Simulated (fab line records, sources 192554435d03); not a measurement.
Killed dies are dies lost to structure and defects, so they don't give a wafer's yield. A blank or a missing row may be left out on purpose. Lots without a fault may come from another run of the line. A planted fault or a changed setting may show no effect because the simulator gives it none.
Chamber matching | flow n5_finfet | N5_BEOL_M8_ALD_77 on ald_metal-04: 4 sister chambers
The step deposits TaN, target thk 2 nm, pulse time 2 s, purge time 3 s. 4 wafers are shown with their chamber, then 9 later ones without.

WAFERS WITH THEIR CHAMBER
wafer  | chamber | heater_power_w (W)
L082.5 | 1       | 417
L082.6 | 2       | 365
L087.5 | 0       | 371
L087.6 | 3       | 443

WAFERS WITHOUT THEIR CHAMBER
wafer  | heater_power_w (W)
L088.1 | 417
L088.4 | 445
L088.6 | 402
L091.2 | 450
L091.3 | 355
L091.4 | 366
L094.2 | 374
L094.4 | 438
L094.5 | 449

WHICH CHAMBER EACH WENT THROUGH
wafer  | from the rows above     | in truth
L088.1 | 1                       | 1
L088.4 | 3                       | 3
L088.6 | 1                       | 1
L091.2 | 3                       | 3
L091.3 | can't be placed: 2 or 0 | 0
L091.4 | can't be placed: 2 or 0 | 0
L094.2 | can't be placed: 0 or 2 | 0
L094.4 | 3                       | 3
L094.5 | 3                       | 3
Placed correctly: 6 of 9. Can't be placed from these rows: 3 (the true chamber is among the candidates in 3). Placed wrongly: 0.
How it was worked out, from the rows above alone: a wafer's distance from a chamber is the root of the sum, over the readings, of the square of ((its reading less the chamber's mean) divided by the reading's scatter). The wafer belongs to the nearest chamber; if the next one is less than 2 further off, it can't be placed. A chamber's mean is the mean of its shown wafers. The scatter: with one shown wafer a chamber, the root of the mean of the squares of how far each hidden wafer lies from its nearest shown one.
